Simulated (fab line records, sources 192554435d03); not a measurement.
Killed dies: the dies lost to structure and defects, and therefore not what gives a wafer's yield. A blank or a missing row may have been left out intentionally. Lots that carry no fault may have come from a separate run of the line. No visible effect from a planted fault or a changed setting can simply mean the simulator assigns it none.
Chamber matching | flow n5 finfet | N5_BEOL_M2_VIA_ETCH_34 on rie diel-01: 4 sister chambers
The step etches the open film in C4F6/O2, target depth 69.4 nm, time 65.9 s. 4 wafers are shown with their chamber, then 8 later ones without.

WAFERS, EACH WITH ITS CHAMBER
wafer  | chamber | rf vpp V (V)
L083.3 | 0       | 628
L085.2 | 2       | 692
L085.4 | 3       | 692
L092.2 | 1       | 712

WAFERS WITHOUT THEIR CHAMBER
wafer  | rf vpp V (V)
L092.3 | 628
L092.5 | 692
L094.2 | 712
L094.3 | 629
L094.4 | 692
L093.2 | 711
L093.3 | 690
L093.6 | 691

WHICH CHAMBER EACH WENT THROUGH
wafer  | from the rows above     | in truth
L092.3 | 0                       | 0
L092.5 | can't be placed: 2 or 3 | 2
L094.2 | 1                       | 1
L094.3 | 0                       | 0
L094.4 | can't be placed: 2 or 3 | 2
L093.2 | 1                       | 1
L093.3 | can't be placed: 2 or 3 | 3
L093.6 | can't be placed: 2 or 3 | 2
Correctly placed: 4 of 8. Unplaceable from these rows: 4, with the true chamber sitting among the candidates in 4. Placed wrongly: 0.
How it was worked out, from the rows above alone: a wafer's distance from a chamber is the root of the sum, over the readings, of the square of ((its reading less the chamber's mean) divided by the reading's scatter). The wafer belongs to the nearest chamber; if the next one is less than 2 further off, it can't be placed. Each chamber's mean is taken over the wafers shown for it. The scatter (one wafer shown for each chamber): square how far every hidden wafer sits from the nearest shown wafer, average those squares and take the square root.
